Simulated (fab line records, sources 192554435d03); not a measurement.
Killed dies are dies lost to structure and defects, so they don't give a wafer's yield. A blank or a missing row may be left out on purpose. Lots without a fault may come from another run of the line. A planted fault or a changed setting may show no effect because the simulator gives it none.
fab line records | flow n5_finfet
record lots=7 wafers=39
route steps=1938 shown ZERO_LAYER@11 FIN_SAQP@110 SD_EPI_N@288 HKMG_FIN@386 MOL_CONTACT_COAG@610 BEOL_M1@800 BEOL_M4@1021 BEOL_M5@1172 BEOL_M8@1392 BEOL_M10@1501 BEOL_M13@1713 BEOL_M14@1751 PASSIVATION@1916
start_h: hours from the record's first day to the start of the lot's first wafer shown | wait_h: hours since the lot's step before | " the same as in the row above | L1.1+2: a row that stands for several wafers | - no value, or no start given | * or withheld: withheld | < > ~ a bound
route shown NAME@n: a module of which the file shows steps, and the number in the route of the first | usual: mean/standard deviation of fault-free wafers | same: alike in all rows | chamber/n: place in a boat | sites: the reading at each site | _std_site: their standard deviation | _edge_site: outer sites' mean less inner sites' | radius_mm: how far each site lies from the wafer's centre | mask NAME#n: copy n | behind: the tool/chamber that last shaped the wafer | hold: why the lot was held/for how many hours/how that ended | device: the transistor (n, p or np) that didn't switch | end of line: the same wafers' tests at the end of the route | a step without rows: its recipe alone | killed: dies lost to structure and defects at the first sort, not the wafer's yield | map: a wafer's dies, x killed, . not, _ none there
set.NAME: the setting as run; set.NAME@STEP: as run at that earlier step | model.NAME: the simulator's own value behind a step, which no gauge read
lots whose settings were changed on purpose; a table a step, a row a wafer
## steps
# step N5_ZERO_LAYER_DEVELOP_10
# recipe develop_time_s=60 rinse_liquid=diw dry=air_spin dev_temp_c=21
# step N5_FIN_SAQP_DEVELOP_15
# recipe develop_time_s=30 developer=TMAH resist=CAR-ArF dev_temp_c=23 rinse_liquid=diw dry=air_spin
# step N5_SD_EPI_N_EPI_21
# recipe material=Si:P dopant=P temp_c=680 pressure_torr=255 time_s=690
# step N5_HKMG_FIN_HK_ALD_01
# recipe material=HfO2 target_thk_a=16 temp_c=withheld ald_precursor_family=HfCl4 ald_co_reactant=H2O pulse_time_s=3 purge_time_s=3 co_reactant_purge_time_s=2.5 co_reactant_pulse_time_s=0.3 ald_cycles=30
# step N5_MOL_CONTACT_COAG_ETCH_67
# recipe chemistry=N2/H2 target=SOC target_depth_a=600 overetch_a=210 mask_material=SiARC temp_c=40 time_s=101.2 ion_energy_ev=200 pressure_mtorr=30 source_w=840 bias_w=150 n2_flow_sccm=200 h2_flow_sccm=200
# step N5_BEOL_M1_TRENCH_ETCH_37
# recipe chemistry=C4F6/O2 target_depth_a=552.07 target=SiOC time_s=29 ion_energy_ev=250 pressure_mtorr=30 source_w=355 bias_w=185 Ar_flow_sccm=300 C4F6_flow_sccm=10 O2_flow_sccm=10
# step N5_BEOL_M1_DEP_57
# recipe material=SiCN target_thk_a=80 temp_c=withheld precursor=3MS/NH3 pressure_torr=3 rf_w=202 time_s=14
# step N5_BEOL_M4_ILD_DEP_00
# recipe material=SiOC target_thk_a=790 temp_c=350 precursor=DEMS/O2 pressure_torr=5 rf_w=500 time_s=15.3
# step N5_BEOL_M5_ALD_86
# recipe material=TaN target_thk_a=* temp_c=275 ald_precursor_family=PDMAT ald_co_reactant=NH3 pressure_torr=3 carrier_flow_sccm=1500 pulse_time_s=2 purge_time_s=3 co_reactant_purge_time_s=2 co_reactant_pulse_time_s=3 ald_cycles=30 precursor_vessel_temp_c=75 precursor_vessel_pressure_torr=26.25 precursor_vessel_carrier_sccm=1000
# step N5_BEOL_M8_SPUTTER_48
# recipe material=Cu target_thk_a=100 temp_c=-20 bias_v=60 power_w=26000 chamber_pressure_pa=0.13 time_s=1.667
# step N5_BEOL_M10_DEVELOP_27
# recipe develop_time_s=30 developer=TMAH resist=CAR-ArF rinse_liquid=diw dry=air_spin dev_temp_c=23
# step N5_BEOL_M13_DEP_53
# recipe material=SiCN target_thk_a=500 temp_c=withheld precursor=3MS/NH3 pressure_torr=3 rf_w=675 time_s=17.8
# step N5_BEOL_M14_ETCH_68
# recipe chemistry=N2/H2 target=SOC mask_material=SiARC source_w=3000 bias_w=350 temp_c=40 time_s=450 ion_energy_ev=200 pressure_mtorr=30 n2_flow_sccm=200 h2_flow_sccm=200
# step N5_PASSIVATION_PECVD_35
# recipe material=SiNx target_thk_a=7000 temp_c=400 precursor=SiH4/NH3/N2 pressure_torr=4.9 rf_w=1406 time_s=151.3
# step N5_PASSIVATION_PROBE_49
# usual defect_limited_yield=91.7/1.5 killed_at_M4_up=14/5.3 killed_dies=98/18 killed_on_rim=13/3.6 sort_n_pass=1082/18
# columns lot.wafer tool chamber start_h wait_h set.develop_time_s@ZERO_LAYER_DEVELOP_10 set.develop_time_s@FIN_SAQP_DEVELOP_15 set.time_s@SD_EPI_N_EPI_21 set.ald_cycles@HKMG_FIN_HK_ALD_01 set.target_depth_a@MOL_CONTACT_COAG_ETCH_67 set.target_depth_a@BEOL_M1_TRENCH_ETCH_37 set.target_thk_a@BEOL_M1_DEP_57 set.time_s@BEOL_M4_ILD_DEP_00 set.ald_cycles@BEOL_M5_ALD_86 set.target_thk_a@BEOL_M8_SPUTTER_48 set.develop_time_s@BEOL_M10_DEVELOP_27 set.target_thk_a@BEOL_M13_DEP_53 set.target_depth_a@BEOL_M14_ETCH_68 set.time_s@PASSIVATION_PECVD_35 defect_limited_yield[%] killed_at_M4_up killed_dies killed_on_rim sort_n_pass
L076.1 prober-02 - 289.12 0.0 60 30 690 30 600 552.07 98.36 15.3 30 100 15.61 500 9000 151.3 91.4 14 102 12 1078
L076.2 prober-02 - 289.17 0.1 37.04 30 690 30 393 678.6 80 15.3 30 100 15.61 500 9000 151.3 56.5 18 513 32 667
L076.3 prober-02 - 289.22 0.1 37.04 39.18 690 21 600 678.6 80 15.3 30 100 30 500 9000 212 0 8 1180 152 0
L076.4 prober-02 - 289.27 0.2 60 30 690 21 393 678.6 98.36 15.3 30 100 30 500 10520 212 0 15 1180 152 0
L076.5 prober-02 - 289.32 0.2 60 39.18 690 21 600 552.07 80 15.3 30 100 15.61 500 10520 212 0 20 1180 152 0
L076.6 prober-02 - 289.37 0.3 37.04 39.18 690 30 393 552.07 98.36 15.3 30 100 30 500 10520 151.3 92.4 13 90 12 1090
L078.1 prober-01 - 322.50 0.0 44.68 30 690 30 600 431 102.1 15.3 30 100 25.33 500 9000 218.1 0 18 1180 152 0
L078.2 prober-01 - 322.55 0.1 44.68 30 1065 30 367.3 552.07 80 15.3 30 100 30 228.7 9000 151.3 85.8 6 167 8 1013
L078.3 prober-01 - 322.60 0.1 60 30 690 30 367.3 552.07 102.1 15.3 25 100 30 500 14220 151.3 31.9 11 804 109 376
L078.4 prober-01 - 322.65 0.2 60 30 690 30 600 431 80 18.88 25 100 25.33 500 9000 218.1 0 17 1180 152 0
L078.5 prober-01 - 322.70 0.2 60 30 1065 30 600 552.07 80 18.88 30 100 25.33 228.7 14220 151.3 90.8 9 109 14 1071
L078.6 prober-01 - 322.75 0.3 44.68 30 1065 30 367.3 431 102.1 18.88 25 100 30 228.7 14220 218.1 0 16 1180 152 0
L081.1 prober-02 - 331.59 0.0 60 30 326.1 30 940.1 744 80 15.3 36 100 30 500 9000 107.2 92.0 7 94 11 1086
L081.2 prober-02 - 331.64 0.1 94.07 30 690 30 600 744 80 6.838 30 126.5 19.29 500 9000 151.3 0 1080 1180 152 0
L081.3 prober-02 - 331.69 0.1 94.07 46.1 326.1 37 600 744 62.31 6.838 36 126.5 19.29 500 12860 151.3 0 1067 1180 152 0
L081.4 prober-02 - 331.74 0.2 60 46.1 690 30 600 552.07 62.31 15.3 36 100 19.29 500 12860 107.2 91.4 12 102 15 1078
L081.5 prober-02 - 331.79 0.2 94.07 46.1 326.1 37 940.1 552.07 62.31 15.3 30 126.5 30 500 12860 107.2 91.8 12 97 14 1079
L081.6 prober-02 - 331.84 0.3 60 30 690 37 940.1 552.07 80 6.838 30 100 30 500 9000 151.3 0 1095 1180 152 0
L074.1 prober-01 - 331.77 0.0 60 16.66 426 36 600 552.07 80 8.357 45 126 30 500 10960 151.3 0 1088 1180 152 0
L074.2 prober-01 - 331.82 0.1 60 16.66 690 36 385.4 829.9 103 15.3 30 126 46.53 500 9000 151.3 0.7 18 1172 149 8
L074.3 prober-01 - 331.87 0.1 60 30 426 36 600 829.9 80 15.3 45 100 30 500 9000 151.3 74.0 16 307 17 873
L074.4 prober-01 - 331.92 0.2 60 30 690 30 385.4 829.9 80 8.357 30 100 46.53 500 9000 151.3 0 198 1180 152 0
L074.5 prober-01 - 331.97 0.2 60 16.66 426 30 385.4 552.07 103 15.3 45 100 46.53 500 10960 151.3 58.1 29 494 59 686
L074.6 prober-01 - 332.02 0.3 60 30 690 30 600 552.07 103 8.357 30 126 30 500 10960 151.3 0 1105 1180 152 0
L084.1 prober-02 - 337.00 0.0 60 30 690 30 600 552.07 80 9.645 30 100 30 500 9000 151.3 0 1086 1180 152 0
L084.2 prober-02 - 337.05 0.1 60 30 550.3 30 600 552.07 80 15.3 30 100 30 500 6077 69.44 88.0 23 142 14 1038
L084.3 prober-02 - 337.10 0.1 60 43.05 550.3 46 600 552.07 80 9.645 20 100 30 500 6077 151.3 0 1075 1180 152 0
L084.4 prober-02 - 337.15 0.2 60 43.05 690 30 428.3 552.07 80 9.645 20 100 30 500 9000 69.44 0 1071 1180 152 0
L084.5 prober-02 - 337.20 0.2 60 30 690 46 428.3 552.07 80 15.3 20 100 30 500 6077 69.44 86.4 62 160 24 1017
L084.6 prober-02 - 337.25 0.3 60 43.05 550.3 46 428.3 552.07 80 15.3 30 100 30 500 9000 151.3 90.5 10 112 20 1050
L083.1 prober-01 - 342.09 0.0 39.98 16.43 364.1 46 600 552.07 80 15.3 18 100 30 355.3 5355 151.3 86.8 64 156 17 495
L083.2 prober-01 - 342.14 0.1 39.98 30 690 46 600 665.8 80 8.571 18 123.2 14.18 500 9000 151.3 0 1076 1180 152 0
L083.3 prober-01 - 342.19 0.1 60 30 364.1 30 600 665.8 110 8.571 18 123.2 30 355.3 9000 182.5 0 1101 1180 152 0
L083.4 prober-01 - 342.24 0.2 60 16.43 690 30 600 665.8 110 15.3 30 100 14.18 355.3 9000 182.5 0 10 1180 152 0
L083.5 prober-01 - 342.29 0.2 60 30 690 46 600 552.07 110 15.3 30 123.2 30 500 5355 151.3 90.3 14 115 15 1061
L083.6 prober-01 - 342.34 0.3 39.98 16.43 364.1 30 600 552.07 80 8.571 30 100 14.18 500 5355 182.5 0 1107 1180 152 0
L092.1 prober-02 - 398.97 0.0 60 30 690 30 600 552.07 80 15.3 30 100 30 500 9000 151.3 92.9 9 84 8 1096
L092.4 prober-02 - 399.12 0.2 60 30 690 30 600 552.07 80 15.3 30 100 30 500 9000 151.3 93.3 9 79 7 1101
L092.5 prober-02 - 399.17 0.2 60 30 690 30 600 552.07 80 15.3 30 100 30 500 9000 151.3 93.4 10 78 9 1102
# killed by level:class
L076.1 STI_FIN_REVEAL:geometric_particle:open=12 FIN_SAQP:geometric_particle:short=7 BEOL_M3:geometric_particle:open=7 MOL_CONTACT_COAG:geometric_particle:open=6 BEOL_M0_SAQP:geometric_particle:open=6 BEOL_M2:geometric_particle:open=6 BEOL_M0_SAQP:geometric_particle:short=5 BEOL_M0:geometric_particle:open=5
L076.2 MOL_CONTACT_COAG:area_etch=396 BEOL_M2:geometric_particle:open=16 MOL_CONTACT_COAG:geometric_particle:open=15 BEOL_M3:geometric_particle:open=9 FIN_SAQP:geometric_particle:short=8 STI_FIN_REVEAL:geometric_particle:open=6 GATE_CUT:geometric_particle:open=5 GATE_CUT:geometric_particle:short=5
L076.3 PASSIVATION:area_pecvd=1083 MOL_CONTACT_COAG:geometric_particle:open=20 STI_FIN_REVEAL:geometric_particle:open=11 FIN_SAQP:geometric_particle:short=6 DUMMY_GATE:geometric_particle:open=5 BEOL_M0_SAQP:geometric_particle:short=5 BEOL_M1:geometric_particle:open=5 BEOL_M2:geometric_particle:open=5
L076.4 PASSIVATION:area_pecvd=987 MOL_CONTACT_COAG:area_etch=48 STI_FIN_REVEAL:geometric_particle:open=21 DUMMY_GATE:geometric_particle:open=15 BEOL_M0_SAQP:geometric_particle:short=14 BEOL_M0_SAQP:geometric_particle:open=12 MOL_CONTACT_COAG:geometric_particle:open=11 FIN_SAQP:geometric_particle:open=7
L076.5 PASSIVATION:area_pecvd=1054 BEOL_M0_SAQP:geometric_particle:short=16 MOL_CONTACT_COAG:geometric_particle:open=11 FIN_SAQP:geometric_particle:open=9 BEOL_M2:geometric_particle:open=9 STI_FIN_REVEAL:geometric_particle:open=8 BEOL_M0_SAQP:geometric_particle:open=7 DUMMY_GATE:geometric_particle:open=6
L076.6 BEOL_M2:geometric_particle:open=12 STI_FIN_REVEAL:geometric_particle:open=11 MOL_CONTACT_COAG:geometric_particle:open=10 DUMMY_GATE:geometric_particle:open=8 BEOL_M0_SAQP:geometric_particle:open=7 BEOL_M0_SAQP:geometric_particle:short=5 FIN_SAQP:geometric_particle:short=4 MOL_CONTACT_COAG:geometric_particle:short=4
L078.1 PASSIVATION:area_pecvd=1086 BEOL_M2:geometric_particle:open=19 BEOL_M4:geometric_particle:open=8 FIN_SAQP:geometric_particle:short=6 DUMMY_GATE:geometric_particle:open=6 BEOL_M0_SAQP:geometric_particle:short=5 BEOL_M1:geometric_particle:open=5 FIN_SAQP:geometric_particle:open=4
L078.2 MOL_CONTACT_COAG:area_etch=71 FIN_SAQP:geometric_particle:short=12 FIN_SAQP:geometric_particle:open=10 BEOL_M1:geometric_particle:open=10 STI_FIN_REVEAL:geometric_particle:open=8 BEOL_M2:geometric_particle:open=8 MOL_CONTACT_COAG:geometric_particle:open=7 BEOL_M0_SAQP:geometric_particle:short=4
L078.3 MOL_CONTACT_COAG:area_etch=716 BEOL_M2:geometric_particle:open=12 FIN_SAQP:geometric_particle:open=8 FIN_SAQP:geometric_particle:short=6 MOL_CONTACT_COAG:geometric_particle:open=6 BEOL_M1:geometric_particle:open=6 BEOL_M0_SAQP:geometric_particle:short=5 BEOL_M4:geometric_particle:open=5
L078.4 PASSIVATION:area_pecvd=1086 MOL_CONTACT_COAG:geometric_particle:open=11 BEOL_M2:geometric_particle:open=10 BEOL_M4:geometric_particle:open=9 STI_FIN_REVEAL:geometric_particle:open=8 FIN_SAQP:geometric_particle:open=7 MOL_CONTACT_COAG:geometric_particle:short=5 BEOL_M0_SAQP:geometric_particle:open=5
L078.5 FIN_SAQP:geometric_particle:open=17 BEOL_M1:geometric_particle:open=14 BEOL_M2:geometric_particle:open=11 MOL_CONTACT_COAG:geometric_particle:open=10 FIN_SAQP:geometric_particle:short=7 GATE_CUT:geometric_particle:open=6 BEOL_M2:geometric_particle:short=5 BEOL_M4:geometric_particle:open=5
L078.6 MOL_CONTACT_COAG:area_etch=1017 PASSIVATION:area_pecvd=52 STI_FIN_REVEAL:geometric_particle:open=26 FIN_SAQP:geometric_particle:short=8 BEOL_M0_SAQP:geometric_particle:short=7 BEOL_M4:geometric_particle:open=7 BEOL_M2:geometric_particle:open=7 FIN_SAQP:geometric_particle:open=6
L081.1 BEOL_M3:geometric_particle:open=15 MOL_CONTACT_COAG:geometric_particle:open=9 BEOL_M1:geometric_particle:open=8 BEOL_M2:geometric_particle:short=7 STI_FIN_REVEAL:geometric_particle:open=6 BEOL_M0_SAQP:geometric_particle:short=6 MOL_CONTACT_COAG:geometric_particle:short=5 BEOL_M1:geometric_particle:short=4
L081.2 BEOL_M4:area_dep=1049 BEOL_M0_SAQP:geometric_particle:short=17 BEOL_M1:geometric_particle:open=10 BEOL_M4:geometric_particle:open=10 BEOL_M0_SAQP:geometric_particle:open=9 MOL_CONTACT_COAG:geometric_particle:open=7 BEOL_M3:geometric_particle:open=7 BEOL_M5:geometric_particle:open=6
L081.3 BEOL_M4:area_dep=1055 MOL_CONTACT_COAG:geometric_particle:open=14 BEOL_M0_SAQP:geometric_particle:short=13 BEOL_M2:geometric_particle:open=9 FIN_SAQP:geometric_particle:open=8 STI_FIN_REVEAL:geometric_particle:open=8 DUMMY_GATE:geometric_particle:open=8 BEOL_M1:geometric_particle:open=6
L081.4 BEOL_M0_SAQP:geometric_particle:open=13 STI_FIN_REVEAL:geometric_particle:open=12 MOL_CONTACT_COAG:geometric_particle:open=12 BEOL_M3:geometric_particle:open=9 BEOL_M0_SAQP:geometric_particle:short=8 BEOL_M4:geometric_particle:open=5 GATE_CUT:geometric_particle:open=4 FIN_SAQP:geometric_particle:open=3
L074.1 BEOL_M4:area_dep=1070 FIN_SAQP:geometric_particle:open=11 BEOL_M4:geometric_particle:open=11 MOL_CONTACT_COAG:geometric_particle:open=9 BEOL_M1:geometric_particle:open=9 STI_FIN_REVEAL:geometric_particle:open=8 DUMMY_GATE:geometric_particle:open=6 BEOL_M0_SAQP:geometric_particle:open=6
L081.5 STI_FIN_REVEAL:geometric_particle:open=12 MOL_CONTACT_COAG:geometric_particle:open=10 BEOL_M2:geometric_particle:open=9 GATE_CUT:geometric_particle:short=8 BEOL_M0_SAQP:geometric_particle:short=8 BEOL_M3:geometric_particle:open=6 MOL_CONTACT_COAG:geometric_particle:short=5 BEOL_M4:geometric_particle:open=5
L074.2 MOL_CONTACT_COAG:area_etch=955 BEOL_M1:area_etch=88 STI_FIN_REVEAL:geometric_particle:open=28 MOL_CONTACT_COAG:geometric_particle:open=13 FIN_SAQP:geometric_particle:open=11 DUMMY_GATE:geometric_particle:open=11 FIN_SAQP:geometric_particle:short=9 STI_FIN_REVEAL:geometric_particle:short=7
L081.6 BEOL_M4:area_dep=1077 BEOL_M0_SAQP:geometric_particle:short=10 BEOL_M0_SAQP:geometric_particle:open=10 STI_FIN_REVEAL:geometric_particle:open=7 MOL_CONTACT_COAG:geometric_particle:open=7 BEOL_M3:geometric_particle:open=6 DUMMY_GATE:geometric_particle:open=6 BEOL_M1:geometric_particle:open=6
L074.3 BEOL_M1:area_etch=209 BEOL_M0_SAQP:geometric_particle:open=13 BEOL_M1:geometric_particle:open=10 BEOL_M4:geometric_particle:open=9 FIN_SAQP:geometric_particle:open=7 DUMMY_GATE:geometric_particle:open=7 MOL_CONTACT_COAG:geometric_particle:open=7 BEOL_M0_SAQP:geometric_particle:short=7
L074.4 MOL_CONTACT_COAG:area_etch=908 BEOL_M4:area_dep=177 MOL_CONTACT_COAG:geometric_particle:open=11 BEOL_M4:geometric_particle:open=10 BEOL_M1:area_etch=7 STI_FIN_REVEAL:geometric_particle:open=6 STI_FIN_REVEAL:geometric_particle:short=5 MOL_CONTACT_COAG:geometric_particle:short=5
L074.5 MOL_CONTACT_COAG:area_etch=404 BEOL_M4:geometric_particle:open=12 FIN_SAQP:geometric_particle:short=7 FIN_SAQP:geometric_particle:open=7 STI_FIN_REVEAL:geometric_particle:open=7 MOL_CONTACT_COAG:geometric_particle:open=7 BEOL_M5:geometric_particle:open=7 MOL_CONTACT_COAG:geometric_particle:short=4
L074.6 BEOL_M4:area_dep=1085 BEOL_M4:geometric_particle:open=12 STI_FIN_REVEAL:geometric_particle:open=11 DUMMY_GATE:geometric_particle:open=11 MOL_CONTACT_COAG:geometric_particle:open=8 FIN_SAQP:geometric_particle:open=7 FIN_SAQP:geometric_particle:short=5 BEOL_M4:geometric_particle:short=4
L084.1 BEOL_M4:area_dep=1078 MOL_CONTACT_COAG:geometric_particle:open=11 STI_FIN_REVEAL:geometric_particle:open=9 DUMMY_GATE:geometric_particle:open=9 BEOL_M1:geometric_particle:open=8 BEOL_M2:geometric_particle:open=7 BEOL_M3:geometric_particle:open=6 FIN_SAQP:geometric_particle:open=5
L084.2 MOL_CONTACT_COAG:geometric_particle:open=22 BEOL_M3:geometric_particle:open=17 BEOL_M4:geometric_particle:open=11 MOL_CONTACT_COAG:geometric_particle:short=8 BEOL_M1:geometric_particle:open=7 GATE_CUT:geometric_particle:short=7 BEOL_M0_SAQP:geometric_particle:short=6 BEOL_M2:geometric_particle:open=6
L084.3 BEOL_M4:area_dep=1061 MOL_CONTACT_COAG:geometric_particle:open=28 BEOL_M3:geometric_particle:open=10 FIN_SAQP:geometric_particle:open=9 BEOL_M4:geometric_particle:open=9 BEOL_M0_SAQP:geometric_particle:short=8 DUMMY_GATE:geometric_particle:open=6 FIN_SAQP:geometric_particle:short=5
L084.4 BEOL_M4:area_dep=1053 MOL_CONTACT_COAG:geometric_particle:open=21 STI_FIN_REVEAL:geometric_particle:open=14 MOL_CONTACT_COAG:area_etch=12 BEOL_M4:geometric_particle:open=10 FIN_SAQP:geometric_particle:open=7 BEOL_M1:geometric_particle:open=7 MOL_CONTACT_COAG:geometric_particle:short=5
L084.5 M5:area_ald=38 BEOL_M4:geometric_particle:open=18 MOL_CONTACT_COAG:geometric_particle:open=15 BEOL_M3:geometric_particle:open=9 BEOL_M1:geometric_particle:open=8 BEOL_M2:geometric_particle:open=8 STI_FIN_REVEAL:geometric_particle:open=7 FIN_SAQP:geometric_particle:open=6
L084.6 MOL_CONTACT_COAG:geometric_particle:open=24 DUMMY_GATE:geometric_particle:open=7 BEOL_M4:geometric_particle:open=7 BEOL_M0:geometric_particle:open=6 BEOL_M1:geometric_particle:open=6 BEOL_M2:geometric_particle:open=6 BEOL_M0_SAQP:geometric_particle:short=5 BEOL_M3:geometric_particle:open=5
L083.1 M5:area_ald=56 FIN_SAQP:geometric_particle:short=12 MOL_CONTACT_COAG:geometric_particle:open=12 FIN_SAQP:geometric_particle:open=7 DUMMY_GATE:geometric_particle:open=7 STARTING-WAFER:geometric_particle:short=7 STI_FIN_REVEAL:geometric_particle:open=6 BEOL_M0_SAQP:geometric_particle:short=6
L083.2 BEOL_M4:area_dep=1062 FIN_SAQP:geometric_particle:short=22 MOL_CONTACT_COAG:geometric_particle:open=12 BEOL_M0_SAQP:geometric_particle:open=10 BEOL_M0_SAQP:geometric_particle:short=9 FIN_SAQP:geometric_particle:open=7 STI_FIN_REVEAL:geometric_particle:open=6 BEOL_M1:geometric_particle:open=6
L083.3 BEOL_M4:area_dep=1090 FIN_SAQP:geometric_particle:open=14 MOL_CONTACT_COAG:geometric_particle:open=9 BEOL_M0_SAQP:geometric_particle:short=7 BEOL_M0_SAQP:geometric_particle:open=6 BEOL_M3:geometric_particle:short=5 FIN_SAQP:geometric_particle:short=4 BEOL_M1:geometric_particle:open=4
L083.4 PASSIVATION:area_pecvd=1088 STI_FIN_REVEAL:geometric_particle:open=14 FIN_SAQP:geometric_particle:short=10 MOL_CONTACT_COAG:geometric_particle:open=10 FIN_SAQP:geometric_particle:open=6 BEOL_M0_SAQP:geometric_particle:short=6 BEOL_M0_SAQP:geometric_particle:open=6 BEOL_M1:geometric_particle:open=6
L083.5 BEOL_M0_SAQP:geometric_particle:short=17 BEOL_M0_SAQP:geometric_particle:open=17 MOL_CONTACT_COAG:geometric_particle:open=10 BEOL_M3:geometric_particle:short=9 STI_FIN_REVEAL:geometric_particle:open=7 BEOL_M2:geometric_particle:open=5 BEOL_M3:geometric_particle:open=5 BEOL_M4:geometric_particle:open=5
L083.6 BEOL_M4:area_dep=1089 FIN_SAQP:geometric_particle:short=11 FIN_SAQP:geometric_particle:open=9 MOL_CONTACT_COAG:geometric_particle:open=5 MOL_CONTACT_COAG:geometric_particle:short=5 BEOL_M0_SAQP:geometric_particle:open=5 BEOL_M1:geometric_particle:open=5 BEOL_M2:geometric_particle:open=5
L092.1 MOL_CONTACT_COAG:geometric_particle:open=12 BEOL_M0_SAQP:geometric_particle:open=10 STI_FIN_REVEAL:geometric_particle:open=9 BEOL_M0_SAQP:geometric_particle:short=9 BEOL_M2:geometric_particle:open=8 MOL_CONTACT_COAG:geometric_particle:short=3 BEOL_M1:geometric_particle:open=3 BEOL_M1:geometric_particle:short=3
L092.4 BEOL_M2:geometric_particle:open=11 MOL_CONTACT_COAG:geometric_particle:open=9 BEOL_M0_SAQP:geometric_particle:short=9 BEOL_M0_SAQP:geometric_particle:open=6 FIN_SAQP:geometric_particle:short=5 BEOL_M2:geometric_particle:short=5 DUMMY_GATE:geometric_particle:open=4 BEOL_M4:geometric_particle:open=4
L092.5 MOL_CONTACT_COAG:geometric_particle:open=7 STARTING-WAFER:geometric_particle:short=7 BEOL_M0_SAQP:geometric_particle:short=6 BEOL_M0_SAQP:geometric_particle:open=5 DUMMY_GATE:geometric_particle:open=5 BEOL_M2:geometric_particle:open=5 STI_FIN_REVEAL:geometric_particle:open=4 BEOL_M3:geometric_particle:open=4
## key
split step=N5_ZERO_LAYER_DEVELOP_10 setting=develop_time_s stated_as=60
response none clear
split step=N5_FIN_SAQP_DEVELOP_15 setting=develop_time_s stated_as=30
response none clear
split step=N5_SD_EPI_N_EPI_21 setting=time_s stated_as=690
response none clear
split step=N5_HKMG_FIN_HK_ALD_01 setting=ald_cycles stated_as=30
response none clear
split step=N5_MOL_CONTACT_COAG_ETCH_67 setting=target_depth_a stated_as=600
response none clear
split step=N5_BEOL_M1_TRENCH_ETCH_37 setting=target_depth_a stated_as=552.07
response none clear
split step=N5_BEOL_M1_DEP_57 setting=target_thk_a stated_as=80
response none clear
split step=N5_BEOL_M4_ILD_DEP_00 setting=time_s stated_as=15.3
response step=N5_PASSIVATION_PROBE_49 reading=killed_at_M4_up slope=-18 per=1% together_with=all explained=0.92
split step=N5_BEOL_M5_ALD_86 setting=ald_cycles stated_as=30
response none clear
split step=N5_BEOL_M8_SPUTTER_48 setting=target_thk_a stated_as=100
response none clear
split step=N5_BEOL_M10_DEVELOP_27 setting=develop_time_s stated_as=30
response none clear
split step=N5_BEOL_M13_DEP_53 setting=target_thk_a stated_as=500
response none clear
split step=N5_BEOL_M14_ETCH_68 setting=target_depth_a stated_as=9000
response none clear
split step=N5_PASSIVATION_PECVD_35 setting=time_s stated_as=151.3
response step=N5_PASSIVATION_PROBE_49 reading=killed_on_rim slope=+2.02 per=1% together_with=all explained=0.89
response step=N5_PASSIVATION_PROBE_49 reading=sort_n_pass slope=-15.3 per=1% together_with=all explained=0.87
response step=N5_PASSIVATION_PROBE_49 reading=killed_dies slope=+15.1 per=1% together_with=all explained=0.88
response step=N5_PASSIVATION_PROBE_49 reading=defect_limited_yield slope=-1.28 per=1% together_with=all explained=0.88
